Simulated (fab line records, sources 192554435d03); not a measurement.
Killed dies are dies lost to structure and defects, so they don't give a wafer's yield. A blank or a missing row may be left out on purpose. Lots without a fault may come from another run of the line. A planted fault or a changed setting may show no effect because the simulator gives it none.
Split-lot experiment | flow n5_finfet | 7 lots, 39 wafers read, on a route of 1938 steps

THE SPLIT
At N5_BEOL_M9_ILD_DEP_00 (deposits SiCOH lowk from DEMS/porogen, target thk 308.51 nm, time 58 s), the setting target_thk_a was moved away from the recipe's 3085.1 angstrom on 15 of the 39 wafers read, by -47.9% to +33.6%. The other wafers ran this setting at the recipe's value.

FROM THE SPLIT TO THE READING: what the file shows between them, 1 step
- N5_BEOL_M9_CURE_71: cures SiCOH lowk, time 240 s

THE READING
M9_ILD_THK, in nm, at N5_BEOL_M9_THK_MEAS_01. Fault-free wafers of this fab line usually give 266 nm, standard deviation 3.3 nm.

wafer  | tool, chamber at the split | target_thk_a as run, angstrom | against the recipe | M9_ILD_THK, nm | against lot-mates on the recipe
L074.1 | pecvd-02, 0                | 1606                          | -47.9%             | 137            | -131
L074.2 | pecvd-02, 2                | 3085.1                        | recipe             | 267            | -
L074.3 | pecvd-02, 2                | 3085.1                        | recipe             | 270            | -
L074.4 | pecvd-02, 0                | 1606                          | -47.9%             | 137            | -131
L074.5 | pecvd-02, 2                | 1606                          | -47.9%             | 137            | -131
L074.6 | pecvd-02, 0                | 3085.1                        | recipe             | 268            | -
L075.1 | pecvd-02, 0                | 3648                          | +18.2%             | 308            | +44
L075.2 | pecvd-02, 2                | 3648                          | +18.2%             | 311            | +47
L075.3 | pecvd-02, 0                | 3085.1                        | recipe             | 266            | -
L075.4 | pecvd-02, 2                | 3648                          | +18.2%             | 316            | +52
L075.5 | pecvd-02, 2                | 3085.1                        | recipe             | 261            | -
L075.6 | pecvd-02, 0                | 3085.1                        | recipe             | 265            | -
L078.1 | pecvd-02, 2                | 3085.1                        | recipe             | 264            | -
L078.2 | pecvd-02, 1                | 3085.1                        | recipe             | 265            | -
L078.3 | pecvd-02, 0                | 3085.1                        | recipe             | 264            | -
L078.4 | pecvd-02, 0                | 3085.1                        | recipe             | 264            | -
L078.5 | pecvd-02, 2                | 3085.1                        | recipe             | 264            | -
L078.6 | pecvd-02, 1                | 3085.1                        | recipe             | 265            | -
L082.1 | pecvd-01, 0                | 3085.1                        | recipe             | 265            | -
L082.2 | pecvd-01, 2                | 4123                          | +33.6%             | 353            | +90
L082.3 | pecvd-01, 1                | 3085.1                        | recipe             | 260            | -
L082.4 | pecvd-01, 0                | 4123                          | +33.6%             | 361            | +98
L082.5 | pecvd-01, 1                | 3085.1                        | recipe             | 264            | -
L082.6 | pecvd-01, 2                | 4123                          | +33.6%             | 363            | +100
L084.2 | pecvd-03, 0                | 3085.1                        | recipe             | 265            | -
L084.3 | pecvd-03, 1                | 3085.1                        | recipe             | 262            | -
L084.5 | pecvd-03, 1                | 3085.1                        | recipe             | 267            | -
L087.1 | pecvd-01, 2                | 2279                          | -26.1%             | 196            | -69
L087.2 | pecvd-01, 0                | 3085.1                        | recipe             | 265            | -
L087.3 | pecvd-01, 1                | 3085.1                        | recipe             | 259            | -
L087.4 | pecvd-01, 0                | 2279                          | -26.1%             | 197            | -68
L087.5 | pecvd-01, 2                | 3085.1                        | recipe             | 270            | -
L087.6 | pecvd-01, 1                | 2279                          | -26.1%             | 193            | -72
L089.1 | pecvd-03, 2                | 3085.1                        | recipe             | 271            | -
L089.2 | pecvd-03, 0                | 2119                          | -31.3%             | 184            | -89
L089.3 | pecvd-03, 1                | 2119                          | -31.3%             | 185            | -88
L089.4 | pecvd-03, 2                | 3085.1                        | recipe             | 272            | -
L089.5 | pecvd-03, 0                | 3085.1                        | recipe             | 275            | -
L089.6 | pecvd-03, 1                | 2119                          | -31.3%             | 182            | -91

THE FIT
A straight line over all 39 wafers: M9_ILD_THK changes by +2.68 nm for each +1% of target_thk_a; r = +1.00; the points scatter about the line by 3.7 nm.
The same after taking each lot's own level away (the mean of its wafers on the recipe; 39 wafers): +2.76 nm for each +1%; r = +1.00; scatter 2.9 nm.
On that fit, the largest move of target_thk_a shifts the reading by 1.3e+02 nm.
The lots' own levels span 263.0 to 272.7 nm, that is 2.9 times the standard deviation above.
So the lot-to-lot level changes the slope little: the two slopes agree.
Check: with one of the wafers moved furthest among these (-47.9%) left out of the fit, the line predicts -133 nm for it against its lot-mates. It came out at -131 nm against them.

OTHER SPLITS ON THESE WAFERS
These wafers also went through other splits before the reading. Each is held against what the fit with the lots' levels taken away leaves over:
other split on the same wafers | wafers away from the commonest value | r with M9_ILD_THK (lot level and that fit taken away)
N5_BEOL_M4_ILD_DEP_00 time_s   | 15                                   | -0.16
N5_BEOL_M6_ETCH_62 time_s      | 15                                   | -0.01

THE WHOLE CHAIN: every reading that the file lists as answering this split, in the file's order
step                   | what it does                                                           | reading                                                                                  | change (the file's fit)              | r (the file's)
N5_BEOL_M9_ILD_DEP_00  | deposits SiCOH lowk from DEMS/porogen, target thk 308.51 nm, time 58 s | SiCOH_lowk_of_BEOL_M9_ILD_DEP_00.thk_nm (the simulator's own value, which no gauge read) | +3.14 nm for each +1% of the setting | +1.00
N5_BEOL_M9_CURE_71     | cures SiCOH lowk, time 240 s                                           | SiCOH_lowk_of_BEOL_M9_ILD_DEP_00.thk_nm (the simulator's own value, which no gauge read) | +2.76 nm for each +1% of the setting | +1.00
N5_BEOL_M9_THK_MEAS_01 |                                                                        | M9_ILD_THK                                                                               | +2.76 for each +1% of the setting    | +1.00

THE FILE'S OWN FIT
M9_ILD_THK changes by +2.76 nm for each +1% of target_thk_a, r = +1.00.
